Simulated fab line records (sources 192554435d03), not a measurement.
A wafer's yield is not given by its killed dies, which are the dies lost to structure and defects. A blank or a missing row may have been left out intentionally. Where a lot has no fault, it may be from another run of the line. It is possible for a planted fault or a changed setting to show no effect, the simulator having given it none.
Matching of chambers	flow n5_finfet	N5_BEOL_M5_STRIP_19 on rie_diel-05 has 4 sister chambers
The step strips in O2. 8 wafers are shown with their chamber, then 7 later ones without.

== EACH WAFER AND ITS CHAMBER ==
wafer	chamber	drypump_motor_current_A (A)	throttle_valve_pct (%)
L082.5	2	5.7	16.18
L084.2	1	5.4	16.31
L084.3	3	5.5	16.50
L084.5	3	5.5	16.52
L090.5	0	6.4	16.81
L090.6	1	5.5	16.33
L092.1	0	6.4	16.81
L092.2	2	5.7	16.21

== WAFERS WITH NO CHAMBER GIVEN ==
wafer	drypump_motor_current_A (A)	throttle_valve_pct (%)
L092.3	5.5	16.52
L096.2	5.7	16.21
L096.4	6.4	16.85
L096.5	6.4	16.85
L097.3	5.7	16.25
L097.4	5.4	16.32
L097.5	5.7	16.23

== CHAMBER TAKEN BY EACH ==
wafer	from the rows above	in truth
L092.3	3	3
L096.2	2	2
L096.4	0	0
L096.5	0	0
L097.3	2	2
L097.4	1	1
L097.5	2	2
Placed correctly: 7 of 7. Can't be placed from these rows: 0. Wrongly placed: 0.
How it was worked out, from the rows above alone: a wafer's distance from a chamber is the root of the sum, over the readings, of the square of ((its reading less the chamber's mean) divided by the reading's scatter). If the next closest chamber is less than 2 further off than the closest, the wafer can't be placed; otherwise it belongs to the closest. The mean given for a chamber averages the wafers shown for that chamber. The scatter: take each reading less its chamber's mean, square it, sum over the shown wafers, divide by the number of wafers less the number of chambers, and take the root.
